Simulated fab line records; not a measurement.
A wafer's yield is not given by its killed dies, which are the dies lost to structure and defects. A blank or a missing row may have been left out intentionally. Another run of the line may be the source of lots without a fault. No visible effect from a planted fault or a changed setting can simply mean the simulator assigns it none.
Chamber matching || flow nand_harc || NHARC_A_CHANNEL_FILL_D1_ALD_02 on ald_hk-02: 4 sister chambers
The step deposits SiO2, target thk 6 nm, pulse time 10 s, ald cycles 60. 4 wafers are shown with their chamber, then 9 later ones without.

WAFERS WITH THEIR CHAMBER
{"wafer": "L995.5", "chamber": 3, "heater_power_w (W)": 384}
{"wafer": "L999.2", "chamber": 0, "heater_power_w (W)": 516}
{"wafer": "L999.3", "chamber": 2, "heater_power_w (W)": 531}
{"wafer": "L999.5", "chamber": 1, "heater_power_w (W)": 520}

WAFERS WITHOUT THEIR CHAMBER
{"wafer": "L998.2", "heater_power_w (W)": 490}
{"wafer": "L998.3", "heater_power_w (W)": 516}
{"wafer": "L998.6", "heater_power_w (W)": 509}
{"wafer": "L100.2", "heater_power_w (W)": 529}
{"wafer": "L100.3", "heater_power_w (W)": 501}
{"wafer": "L100.6", "heater_power_w (W)": 372}
{"wafer": "L102.2", "heater_power_w (W)": 378}
{"wafer": "L102.4", "heater_power_w (W)": 495}
{"wafer": "L102.5", "heater_power_w (W)": 522}

EACH ONE'S CHAMBER
{"wafer": "L998.2", "from the rows above": "can't be placed: 0 or 1 or 2", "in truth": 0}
{"wafer": "L998.3", "from the rows above": "can't be placed: 0 or 1 or 2", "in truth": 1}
{"wafer": "L998.6", "from the rows above": "can't be placed: 0 or 1 or 2", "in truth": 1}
{"wafer": "L100.2", "from the rows above": "can't be placed: 2 or 1 or 0", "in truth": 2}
{"wafer": "L100.3", "from the rows above": "can't be placed: 0 or 1 or 2", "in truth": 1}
{"wafer": "L100.6", "from the rows above": 3, "in truth": 3}
{"wafer": "L102.2", "from the rows above": 3, "in truth": 3}
{"wafer": "L102.4", "from the rows above": "can't be placed: 0 or 1 or 2", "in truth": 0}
{"wafer": "L102.5", "from the rows above": "can't be placed: 1 or 0 or 2", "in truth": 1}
Correctly placed: 2 of 9. Cannot be placed on the basis of these rows: 7; the candidates contain the true chamber in 7. Placed wrongly: 0.
How it was worked out, from the rows above alone: a wafer's distance from a chamber is the root of the sum, over the readings, of the square of ((its reading less the chamber's mean) divided by the reading's scatter). The wafer belongs to the nearest chamber; if the next one is less than 2 further off, it can't be placed. The mean given for a chamber averages the wafers shown for that chamber. The scatter (one wafer shown for each chamber): square how far every hidden wafer sits from the nearest shown wafer, average those squares and take the square root.
